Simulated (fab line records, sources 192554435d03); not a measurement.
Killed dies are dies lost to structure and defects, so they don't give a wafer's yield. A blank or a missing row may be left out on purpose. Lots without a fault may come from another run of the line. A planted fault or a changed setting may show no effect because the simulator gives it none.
fab line records | flow n5_finfet | part 1 of 2: steps 1 to 4 of 6
record lots=21 wafers=63 last_day=18
route steps=1938 shown ZERO_LAYER@17 FIN_SAQP@114
lots that met no fault: from a run of the same line without faults
start_h: hours from the record's first day to the start of the lot's first wafer shown | wait_h: hours since the lot's step before | " the same as in the row above | L1.1+2: a row that stands for several wafers | - no value, or no start given | * or withheld: withheld | < > ~ a bound
route shown NAME@n: a module of which the file shows steps, and the number in the route of the first | usual: mean/standard deviation of fault-free wafers | same: alike in all rows | chamber/n: place in a boat | sites: the reading at each site | _std_site: their standard deviation | _edge_site: outer sites' mean less inner sites' | radius_mm: how far each site lies from the wafer's centre | mask NAME#n: copy n | behind: the tool/chamber that last shaped the wafer | hold: why the lot was held/for how many hours/how that ended | device: the transistor (n, p or np) that didn't switch | end of line: the same wafers' tests at the end of the route | a step without rows: its recipe alone | killed: dies lost to structure and defects at the first sort, not the wafer's yield | map: a wafer's dies, x killed, . not, _ none there
set.NAME: the setting as run; set.NAME@STEP: as run at that earlier step | model.NAME: the simulator's own value behind a step, which no gauge read
steps of the route over a sample of lots; a table a step, a row a wafer
services: from which hour (start_h, from the record's first day; less than 0 if before it) a tool's chamber was out of use, for how many hours, and why
## steps
# step N5_ZERO_LAYER_STRIP_24
# recipe chemistry=O2 power_w=1000 temp_c=250 overash_fraction=0.3 pressure_mtorr=1000 o2_flow_sccm=6750
# usual drypump_motor_current_A=5.6/0.38 heater_power_w=376/21 oes_product_au=0.646/0.0047 strip_time_to_endpoint_s=43.84/0.087
# columns lot.wafer tool chamber start_h wait_h drypump_motor_current_A heater_power_w oes_product_au rf_hours_counter_h strip_time_to_endpoint_s
L074.2 plasma_asher-02 1 13.04 0.1 5.4 362 0.646 25 43.69
L074.3 " 1 " " 5.4 360 0.647 - 43.65
L074.4 " 0 " " 5.6 374 0.647 - 43.65
L075.1 plasma_asher-02 0 18.91 0.1 5.6 383 0.646 26 43.87
L075.4 " 0 " " 5.7 374 0.649 - 43.78
L075.6 " 1 " " 5.4 353 0.653 - 43.75
L076.2 plasma_asher-01 0 25.06 0.1 5.1 361 0.647 72 43.87
L076.3 " 1 " " 6.1 402 0.646 - 43.75
L076.5 " 0 " " 5.1 358 0.641 - 43.88
L077.2 plasma_asher-02 0 31.00 0.1 5.7 384 0.649 29 43.87
L077.4 " 0 " " 5.7 383 0.651 - 43.83
L077.5 " 0 " " 5.6 372 0.645 - 43.89
L079.2 plasma_asher-01 0 43.21 0.1 5.1 359 0.645 76 43.82
L079.4 " 1 " " 6.1 405 0.654 - 43.86
L079.6 " 0 " " 5.1 356 0.647 - 43.94
L080.4 plasma_asher-02 0 49.04 0.1 5.6 390 0.641 - 43.83
L080.5 " 1 " " 5.4 362 0.646 - 43.85
L080.6 " 0 " " 5.6 375 0.650 - 43.93
L081.3 plasma_asher-02 0 55.32 0.1 5.7 377 0.647 - 43.83
L081.5 " 0 " " 5.6 380 0.651 - 43.74
L081.6 " 1 " " 5.4 354 0.652 - 43.86
L082.1 plasma_asher-02 0 61.32 0.1 5.7 377 0.650 34 43.96
L082.2 " 1 " " 5.4 369 0.637 34 43.98
L082.3 " 0 " " 5.6 384 0.646 - 44.02
L083.1 plasma_asher-02 1 66.96 0.1 5.4 354 0.646 35 43.86
L083.3 " 1 " " 5.4 365 0.647 - 43.86
L083.4 " 0 " " 5.6 374 0.649 - 43.77
L084.3 plasma_asher-02 0 73.05 0.1 5.6 376 0.646 - 43.78
L084.4 " 1 " " 5.4 361 0.652 - 43.89
L084.6 " 0 " " 5.6 379 0.641 - 43.69
L085.2 plasma_asher-01 1 79.08 0.1 6.2 398 0.644 84 43.85
L085.4 " 0 " " 5.1 351 0.643 - 43.82
L085.6 " 0 " " 5.1 351 0.643 - 43.93
L086.1 plasma_asher-02 1 85.12 0.1 5.4 359 0.653 39 43.97
L086.2 " 0 " " 5.6 377 0.642 39 43.98
L086.4 " 1 " " 5.4 356 0.644 - 44.00
L087.1 plasma_asher-02 0 91.50 0.1 5.7 391 0.650 41 43.67
L087.3 " 0 " " 5.7 391 0.651 - 43.74
L087.6 " 1 " " 5.4 359 0.643 - 43.64
L088.2 plasma_asher-01 1 96.89 0.1 6.2 408 0.646 86 43.80
L088.3 " 0 " " 5.1 358 0.647 - 43.88
L088.6 " 0 " " 5.1 365 0.647 - 43.84
L089.1 plasma_asher-02 0 102.89 0.1 5.6 370 0.656 43 43.99
L089.2 " 1 " " 5.4 365 0.643 43 43.98
L089.3 " 1 " " 5.4 356 0.644 - 43.99
L090.1 plasma_asher-01 0 109.28 0.1 5.1 353 0.636 88 43.90
L090.2 " 1 " " 6.1 405 0.653 88 43.87
L090.3 " 1 " " 6.1 404 0.652 - 43.99
L091.1 plasma_asher-01 0 114.92 0.1 5.1 361 0.653 89 43.77
L091.2 " 1 " " 6.1 413 0.650 89 43.79
L091.6 " 0 " " 5.1 352 0.649 - 43.84
L092.4 plasma_asher-02 0 120.91 0.1 5.6 376 0.642 - 43.80
L092.5 " 0 " " 5.6 377 0.640 - 43.75
L092.6 " 1 " " 5.4 368 0.648 - 43.81
L094.3 plasma_asher-01 0 132.92 0.1 5.1 355 0.645 - 43.87
L094.4 " 1 " " 6.2 412 0.636 - 43.85
L094.6 " 0 " " 5.1 359 0.642 - 43.89
L095.2 plasma_asher-01 1 138.90 0.1 6.2 403 0.652 95 43.75
L095.3 " 0 " " 5.1 361 0.659 - 43.85
L095.6 " 0 " " 5.1 359 0.641 - 43.78
L097.1 plasma_asher-02 1 151.02 0.1 5.4 361 0.644 52 43.91
L097.2 " 0 " " 5.6 381 0.643 52 43.89
L097.4 " 0 " " 5.6 380 0.644 - 43.79
# step N5_FIN_SAQP_DESCUM_21
# recipe chemistry=O2 time_s=7.9 source_power_w=50 bias_power_w=20 pressure_mtorr=20 rf_frequency_hz=2.712e+07 temp_c=40 resist=CAR-ArF o2_flow_sccm=225
# usual drypump_motor_current_A=5.6/0.52 oes_product_au=0.76/0.081 rf_vpp_V=242.8/1.3 showerhead_plenum_p_Torr=2.07/0.061 throttle_valve_pct=20.48/0.22
# columns lot.wafer tool chamber start_h wait_h drypump_motor_current_A oes_product_au rf_hours_counter_h rf_vpp_V showerhead_plenum_p_Torr throttle_valve_pct
L074.2 rie_diel-04 0 21.38 0.3 4.9 0.72 198 245.0 2.06 20.44
L074.3 " 1 " " 6.0 0.78 140 245.8 2.18 20.75
L074.4 " 2 " " 5.1 0.73 209 242.0 2.08 20.56
L075.1 rie_diel-02 0 29.06 0.0 5.1 0.74 164 240.7 1.99 20.76
L075.4 " 1 " " 6.4 0.72 203 241.9 2.07 20.07
L075.6 " 1 " " 6.4 0.72 - 242.3 2.07 20.07
L076.2 rie_diel-04 2 34.82 0.2 5.1 0.74 213 243.6 2.08 20.55
L076.3 " 1 " " 6.0 0.78 144 246.0 2.18 20.75
L076.5 " 1 " " 6.0 0.78 - 244.0 2.18 20.75
L077.2 rie_diel-02 1 40.30 0.1 6.4 0.72 207 243.2 2.07 20.08
L077.4 " 2 " " 5.1 0.95 8 242.0 2.06 20.24
L077.5 " 3 " " 5.3 0.71 - 241.8 1.98 20.60
L079.2 rie_diel-02 3 54.05 0.0 5.3 0.70 238 243.1 1.98 20.60
L079.4 " 0 " " 5.1 0.73 173 239.2 1.99 20.75
L079.6 " 0 " " 5.1 0.73 - 241.8 1.99 20.78
L080.4 rie_diel-02 0 58.62 0.2 5.1 0.73 175 241.2 1.98 20.77
L080.5 " 3 " " 5.3 0.70 - 240.0 1.98 20.59
L080.6 " 0 " " 5.1 0.74 - 242.9 1.98 20.77
L081.3 rie_diel-03 1 65.26 0.0 5.3 0.88 35 243.8 2.07 20.23
L081.5 " 3 " " 5.2 0.77 - 245.6 2.18 20.22
L081.6 " 1 " " 5.3 0.87 - 241.7 2.07 20.21
L082.1 rie_diel-02 1 71.23 0.1 6.4 0.69 217 242.2 2.07 20.09
L082.2 " 0 " " 5.1 0.72 179 241.1 1.98 20.77
L082.3 " 3 " " 5.3 0.69 243 241.6 1.98 20.61
L083.1 rie_diel-02 2 75.62 0.3 5.1 0.90 21 242.6 2.06 20.26
L083.3 " 1 " " 6.4 0.70 219 242.0 2.06 20.09
L083.4 " 3 " " 5.3 0.70 246 241.2 1.98 20.61
L084.3 rie_diel-04 2 83.17 0.4 5.1 0.73 230 242.9 2.08 20.58
L084.4 " 1 " " 6.0 0.77 160 245.4 2.18 20.75
L084.6 " 3 " " 6.2 0.71 - 241.1 2.07 20.48
L085.2 rie_diel-03 0 88.73 0.0 6.1 0.98 2 242.5 2.07 20.68
L085.4 " 1 " " 5.3 0.86 45 242.9 2.06 20.25
L085.6 " 0 " " 6.1 0.99 - 243.0 2.07 20.67
L086.1 rie_diel-04 0 94.05 0.0 4.9 0.71 225 241.4 2.05 20.50
L086.2 " 3 " " 6.1 0.70 231 242.9 2.07 20.49
L086.4 " 2 " " 5.1 0.71 234 243.1 2.07 20.58
L087.1 rie_diel-02 0 101.11 0.0 5.1 0.72 190 240.8 1.98 20.80
L087.3 " 1 " " 6.4 0.70 228 242.7 2.06 20.11
L087.6 " 1 " " 6.4 0.70 - 243.9 2.06 20.11
L088.2 rie_diel-04 1 106.54 0.1 6.0 0.76 167 245.6 2.18 20.80
L088.3 " 2 " " 5.1 0.72 237 241.7 2.07 20.58
L088.6 " 2 " " 5.1 0.71 - 242.1 2.07 20.60
L089.1 rie_diel-04 3 112.13 0.2 6.1 0.70 237 241.2 2.07 20.51
L089.2 " 1 " " 6.0 0.76 169 243.5 2.17 20.80
L089.3 " 2 " " 5.1 0.71 240 243.2 2.07 20.59
L090.1 rie_diel-03 1 117.75 0.0 5.3 0.85 54 242.6 2.06 20.25
L090.2 " 3 " " 5.1 0.75 122 243.3 2.17 20.23
L090.3 " 2 " " 5.8 0.72 196 242.9 2.09 20.46
L091.1 rie_diel-04 1 123.83 0.0 6.0 0.75 175 245.6 2.17 20.79
L091.2 " 0 " " 4.9 0.69 236 242.7 2.04 20.51
L091.6 " 1 " " 6.0 0.75 - 244.8 2.17 20.80
L092.4 rie_diel-03 0 129.78 0.3 6.2 0.92 - 243.0 2.06 20.70
L092.5 " 2 " " 5.9 0.71 - 241.7 2.09 20.46
L092.6 " 3 " " 5.1 0.76 - 244.8 2.17 20.23
L094.3 rie_diel-04 1 141.83 0.0 6.0 0.75 181 244.7 2.17 20.81
L094.4 " 3 " " 6.2 0.69 - 243.6 2.06 20.51
L094.6 " 0 " " 5.0 0.68 - 242.5 2.04 20.53
L095.2 rie_diel-04 0 147.22 0.0 5.0 0.69 245 244.0 2.04 20.51
L095.3 " 1 " " 6.0 0.75 183 243.7 2.17 20.80
L095.6 " 1 " " 6.0 0.74 - 244.6 2.17 20.80
L097.1 rie_diel-03 3 160.54 0.2 5.2 0.74 138 243.3 2.16 20.27
L097.2 " 2 " " 5.9 0.71 212 241.5 2.08 20.49
L097.4 " 1 " " 5.3 0.83 - 242.6 2.06 20.28
# step N5_FIN_SAQP_ETCH_65
# recipe chemistry=CF4 target=SiO2 target_depth_a=40 ion_energy_ev=350 time_s=4.4 pressure_mtorr=10 icp_w=800 bias_w=400 cf4_flow_sccm=80
# usual drypump_motor_current_A=5.7/0.42 oes_product_au=0.999/0.025 throttle_valve_pct=21.72/0.25
# columns lot.wafer tool chamber start_h wait_h drypump_motor_current_A oes_product_au rf_hours_counter_h throttle_valve_pct
L074.2 rie_si-03 2 23.96 0.1 6.0 1.030 3 21.64
L074.3 " 0 " " 6.2 1.051 5 21.58
L074.4 " 1 " " 5.0 0.991 99 21.77
L075.1 rie_si-04 1 31.21 0.1 5.8 0.972 48 21.80
L075.4 " 3 " " 5.8 0.984 194 21.24
L075.6 " 3 " " 5.9 0.987 - 21.28
L076.2 rie_si-03 3 37.01 0.1 5.8 0.968 75 21.94
L076.3 " 0 " " 6.2 1.040 5 21.56
L076.5 " 2 " " 6.0 1.023 - 21.63
L077.2 rie_si-02 2 42.48 0.1 4.9 1.012 75 22.06
L077.4 " 2 " " 4.9 1.013 - 22.07
L077.5 " 3 " " 5.6 1.015 - 21.32
L079.2 rie_si-02 2 57.77 0.1 4.9 1.020 75 22.08
L079.4 " 3 " " 5.6 1.022 130 21.34
L079.6 " 1 " " 6.2 1.007 - 21.51
L080.4 rie_si-04 0 63.38 0.1 6.0 0.967 125 21.82
L080.5 " 0 " " 6.0 0.977 - 21.81
L080.6 " 1 " " 5.8 0.968 - 21.78
L081.3 rie_si-03 0 67.52 0.1 6.2 1.041 6 21.57
L081.5 " 1 " " 4.9 0.981 - 21.77
L081.6 " 2 " " 6.0 1.026 - 21.63
L082.1 rie_si-03 3 73.43 0.1 5.8 0.969 76 21.92
L082.2 " 1 " " 4.9 0.961 100 21.79
L082.3 " 2 " " 6.0 1.034 4 21.64
L083.1 rie_si-04 2 77.78 0.1 6.0 1.035 50 22.12
L083.3 " 0 " " 5.9 0.974 125 21.83
L083.4 " 1 " " 5.9 0.968 49 21.78
L084.3 rie_si-03 3 85.80 0.1 5.8 0.976 76 21.94
L084.4 " 0 " " 6.2 1.047 6 21.58
L084.6 " 3 " " 5.8 0.983 - 21.95
L085.2 rie_si-02 1 90.92 0.1 6.2 1.003 112 21.52
L085.4 " 0 " " 5.3 0.983 4 21.69
L085.6 " 3 " " 5.6 1.022 - 21.34
L086.1 rie_si-02 2 97.56 0.1 4.9 1.019 76 22.08
L086.2 " 0 " " 5.3 0.988 5 21.70
L086.4 " 1 " " 6.2 1.001 112 21.49
L087.1 rie_si-03 0 103.64 0.1 6.2 1.035 6 21.57
L087.3 " 3 " " 5.8 0.978 76 21.93
L087.6 " 3 " " 5.8 0.979 - 21.94
L088.2 rie_si-04 0 108.82 0.1 5.9 0.973 126 21.82
L088.3 " 3 " " 5.9 0.988 195 21.26
L088.6 " 1 " " 5.8 0.978 - 21.78
L089.1 rie_si-04 1 115.58 0.1 5.9 0.971 50 21.78
L089.2 " 2 " " 6.0 1.029 51 22.14
L089.3 " 0 " " 5.9 0.975 126 21.81
L090.1 rie_si-04 0 119.91 0.1 6.0 0.973 126 21.82
L090.2 " 2 " " 6.0 1.027 51 22.14
L090.3 " 1 " " 5.9 0.966 50 21.79
L091.1 rie_si-04 1 126.00 0.1 5.9 0.963 50 21.79
L091.2 " 2 " " 6.0 1.027 51 22.15
L091.6 " 1 " " 5.8 0.968 - 21.78
L092.4 rie_si-03 0 131.92 0.1 6.2 1.029 7 21.55
L092.5 " 2 " " 6.0 1.020 - 21.63
L092.6 " 3 " " 5.8 0.968 - 21.93
L094.3 rie_si-02 1 144.85 0.1 6.2 1.007 113 21.50
L094.4 " 0 " " 5.3 0.973 6 21.73
L094.6 " 3 " " 5.7 1.015 - 21.35
L095.2 rie_si-02 2 149.77 0.1 4.9 1.011 77 22.07
L095.3 " 0 " " 5.3 0.976 6 21.70
L095.6 " 2 " " 4.9 1.021 - 22.08
L097.1 rie_si-04 0 162.73 0.1 6.0 0.973 127 21.81
L097.2 " 2 " " 6.0 1.015 52 22.12
L097.4 " 1 " " 5.8 0.966 51 21.78
# step N5_FIN_SAQP_ETCH_34
# recipe chemistry=C4F6/O2 target=SiO2 target_depth_a=450 time_s=15 ion_energy_ev=250 pressure_mtorr=30 source_w=345 bias_w=185 Ar_flow_sccm=300 C4F6_flow_sccm=10 O2_flow_sccm=10 ends=cleared
# usual O2_flow_sccm=10.001/0.03 drypump_motor_current_A=5.6/0.5 etch_rf_on_time_s=15.01/0.27 oes_product_au=0.66/0.075 rf_vpp_V=673/12 showerhead_plenum_p_Torr=2.83/0.086 throttle_valve_pct=21.07/0.28
# columns lot.wafer tool chamber start_h wait_h O2_flow_sccm drypump_motor_current_A etch_rf_on_time_s oes_product_au rf_hours_counter_h rf_vpp_V showerhead_plenum_p_Torr throttle_valve_pct
L074.2 rie_diel-02 0 25.59 0.0 9.988 5.1 15.15 0.64 163 664 2.74 21.52
L074.3 " 3 " " 10.023 5.3 15.16 0.61 227 670 2.71 21.19
L074.4 " 2 " " 9.996 5.1 14.89 0.82 4 659 2.79 20.78
L075.1 rie_diel-04 2 32.74 0.0 10.001 5.1 14.98 0.62 212 665 2.81 21.07
L075.4 " 3 " " 9.974 6.2 15.34 0.61 209 667 2.81 20.98
L075.6 " 2 " " 9.986 5.1 14.93 0.63 - 667 2.81 21.09
L076.2 rie_diel-03 2 38.54 0.0 10.031 5.9 14.84 0.64 168 697 2.83 20.94
L076.3 " 1 " " 9.968 5.3 14.82 0.78 25 684 2.78 20.68
L076.5 " 1 " " 9.962 5.3 14.85 0.78 - 685 2.78 20.66
L077.2 rie_diel-03 1 44.40 0.0 10.020 5.3 14.74 0.77 27 685 2.78 20.67
L077.4 " 0 " " 10.019 6.1 15.03 0.57 244 684 2.80 21.62
L077.5 " 1 " " 9.987 5.3 14.70 0.77 - 683 2.78 20.67
L079.2 rie_diel-03 2 59.41 0.0 10.010 5.8 15.10 0.64 175 697 2.82 20.94
L079.4 " 3 " " 9.967 5.2 15.45 0.66 100 660 2.99 21.02
L079.6 " 3 " " 9.998 5.2 15.49 0.66 - 659 2.99 21.04
L080.4 rie_diel-04 1 64.88 0.0 10.029 6.0 14.96 0.65 156 684 2.96 21.43
L080.5 " 3 " " 9.959 6.2 15.16 0.61 - 668 2.80 21.01
L080.6 " 2 " " 9.961 5.0 14.82 0.62 - 665 2.81 21.10
L081.3 rie_diel-04 0 70.56 0.0 10.004 5.0 14.85 0.62 214 676 2.80 21.15
L081.5 " 1 " " 10.041 6.0 14.60 0.66 - 685 2.96 21.43
L081.6 " 2 " " 10.026 5.1 14.62 0.62 - 666 2.81 21.13
L082.1 rie_diel-04 1 75.22 0.0 10.018 6.0 14.92 0.65 159 684 2.96 21.44
L082.2 " 2 " " 10.026 5.1 14.96 0.61 227 664 2.81 21.10
L082.3 " 3 " " 10.034 6.2 15.20 0.61 223 667 2.80 21.00
L083.1 rie_diel-04 3 80.30 0.0 9.931 6.1 15.05 0.61 225 667 2.80 21.02
L083.3 " 0 " " 9.974 5.0 15.05 0.60 218 677 2.80 21.16
L083.4 " 3 " " 9.911 6.2 15.08 0.61 - 668 2.80 21.00
L084.3 rie_diel-02 1 88.25 0.0 9.981 6.4 15.53 0.59 223 665 2.80 20.68
L084.4 " 2 " " 10.042 5.2 14.82 0.77 - 657 2.78 20.83
L084.6 " 1 " " 9.981 6.5 15.41 0.60 - 665 2.80 20.68
L085.2 rie_diel-02 1 92.79 0.0 10.038 6.4 15.47 0.60 224 665 2.80 20.69
L085.4 " 2 " " 9.976 5.1 14.93 0.76 - 660 2.78 20.83
L085.6 " 1 " " 10.008 6.4 15.44 0.60 - 664 2.80 20.68
L086.1 rie_diel-04 0 100.17 0.0 9.989 5.0 14.96 0.60 227 675 2.79 21.16
L086.2 " 2 " " 10.001 5.0 14.90 0.61 236 666 2.80 21.13
L086.4 " 1 " " 10.011 6.0 14.95 0.64 166 686 2.96 21.44
L087.1 rie_diel-03 1 105.15 0.0 9.988 5.3 14.94 0.74 50 684 2.77 20.70
L087.3 " 3 " " 9.992 5.2 15.07 0.66 118 661 2.98 21.06
L087.6 " 0 " " 9.977 6.1 14.62 0.81 - 685 2.80 21.25
L088.2 rie_diel-03 1 110.56 0.0 9.994 5.3 15.01 0.73 51 683 2.77 20.71
L088.3 " 3 " " 9.965 5.2 15.28 0.64 119 659 2.98 21.06
L088.6 " 2 " " 10.026 5.9 14.78 0.63 - 697 2.82 21.00
L089.1 rie_diel-02 2 117.74 0.0 9.993 5.1 15.14 0.74 37 658 2.78 20.84
L089.2 " 3 " " 9.987 5.3 14.58 0.84 6 683 3.03 20.88
L089.3 " 1 " " 9.975 6.4 15.54 0.59 234 665 2.80 20.70
L090.1 rie_diel-02 2 121.98 0.0 10.006 5.1 14.93 0.75 38 659 2.77 20.85
L090.2 " 1 " " 9.985 6.4 15.55 0.58 235 665 2.80 20.71
L090.3 " 0 " " 10.031 5.1 15.21 0.61 197 664 2.72 21.57
L091.1 rie_diel-02 2 127.90 0.0 9.925 5.1 14.89 0.74 40 658 2.77 20.84
L091.2 " 1 " " 10.005 6.4 15.46 0.59 237 665 2.79 20.71
L091.6 " 3 " " 9.979 5.3 14.33 0.83 - 683 3.03 20.89
L092.4 rie_diel-02 1 133.47 0.0 10.019 6.4 15.57 0.59 238 666 2.79 20.71
L092.5 " 0 " " 9.987 5.1 15.23 0.61 - 665 2.72 21.56
L092.6 " 1 " " 9.965 6.4 15.48 0.59 - 664 2.79 20.71
L094.3 rie_diel-04 3 146.69 0.0 10.025 6.2 15.17 0.59 251 668 2.79 21.05
L094.4 " 0 " " 10.002 5.0 15.08 0.59 - 676 2.79 21.18
L094.6 " 3 " " 9.990 6.2 15.25 0.59 - 668 2.79 21.04
L095.2 rie_diel-02 3 151.41 0.0 10.052 5.3 14.38 0.81 18 682 3.03 20.90
L095.3 " 2 " " 10.058 5.2 14.75 0.74 49 657 2.77 20.86
L095.6 " 3 " " 9.991 5.3 14.47 0.82 - 683 3.03 20.89
L097.1 rie_diel-03 1 164.53 0.0 9.960 5.3 15.12 0.71 67 684 2.77 20.73
L097.2 " 3 " " 10.010 5.2 15.12 0.64 141 658 2.97 21.09
L097.4 " 2 " " 10.026 5.9 14.98 0.61 - 698 2.81 21.00
